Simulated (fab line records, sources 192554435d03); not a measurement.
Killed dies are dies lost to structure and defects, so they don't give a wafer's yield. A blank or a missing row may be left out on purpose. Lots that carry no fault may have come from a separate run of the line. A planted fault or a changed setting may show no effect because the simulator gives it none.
Code-filled problem report in 8D (eight disciplines) form || flow n5 finfet || the parts of the form that need people (team, actions taken, sign-off) are left out

1. PROBLEM STATEMENT
Mean of spin speed rpm at N5_FIN_SAQP_COAT_10: 1588.5 rpm across 6 wafers in 2 lots; on wafers with no fault it is 1499.8 rpm (standard deviation 1.1). That is +81 standard deviations from the usual mean.
The step: resist thk 90 nm.
The first sign was on wafer L530.2 at day 2 21:33, on litho track-03. At this step, 18 wafers from 6 lots have a number in the record. Rule for "out", or "out of limits": more than 4 standard deviations from the usual mean. The rest of the wafers with a number are treated as sound.

2. WHAT IT IS, WHAT IT ISN'T
{"question": "which readings at this step", "is": "spin speed rpm", "is not": "-"}
{"question": "which lots", "is": "L530, L534", "is not": "L529, L539, L542, L546"}
{"question": "which wafers of those lots", "is": "all that have a number", "is not": "-"}
{"question": "read on which tools", "is": "litho track-03", "is not": "litho track-02, litho track-05"}
{"question": "when", "is": "from day 2 21:33", "is not": "up to then (3 sound wafers); but 9 sound wafers of L539, L542, L546 came after"}

3. SUSPECTS, AND WHAT RULES EACH OUT
Counting: a tool at any process step up to the reading remains a suspect when it ran all the lots that are out and ran no sound lot after the first of those.
- litho track-03 at N5_FIN_SAQP_COAT_10 (resist thk 90 nm): kept. All lots that are out passed through it, beginning with L530 at day 2 21:33, and no sound lot followed; its final sound lot before that point was L529 at day 2 15:42. Out on those wafers are its own readings of spin speed rpm.
The count leaves litho track-03 at N5_FIN_SAQP_COAT_10.

4. THE CAUSE (what the simulator had put in)
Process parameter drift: litho track-03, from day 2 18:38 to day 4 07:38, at N5_FIN_SAQP_COAT_10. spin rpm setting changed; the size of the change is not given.
The count eliminated every tool but this one.

5. SEQUENCE OF EFFECTS, ordered by route
Each row: a reading where the mean over the struck wafers with a number is more than 3 standard deviations away from the usual. Readings are gone through only where the record gives a usual standard deviation; hours: the median, over the lots, of the time from a lot's start at the first step in this table giving one to that lot's start at this step; sigmas: the change measured in usual standard deviations.
{"hours": 0, "step": "N5_FIN_SAQP_COAT_10", "reading": "spin speed rpm", "usual": "1499.8 rpm", "on struck wafers": 1588.5, "change": "+88.7", "sigmas": "+81"}
The process steps in it:
- N5_FIN_SAQP_COAT_10: resist thk 90 nm.
Later steps that measure or inspect, where all struck wafers having a row at the step show a number for every such reading and not one has moved that far: N5_FIN_SAQP_CD_MEAS_16, N5_FIN_SAQP_OVL_MEAS_17, N5_FIN_SAQP_INSPECT_18, N5_BEOL_M4_RC_MEAS_101.

6. HOW IT WOULD HAVE BEEN CAUGHT EARLIER
3 hours passed between the start of the fault at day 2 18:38 and the first reading out of limits in this record, taken at day 2 21:33.
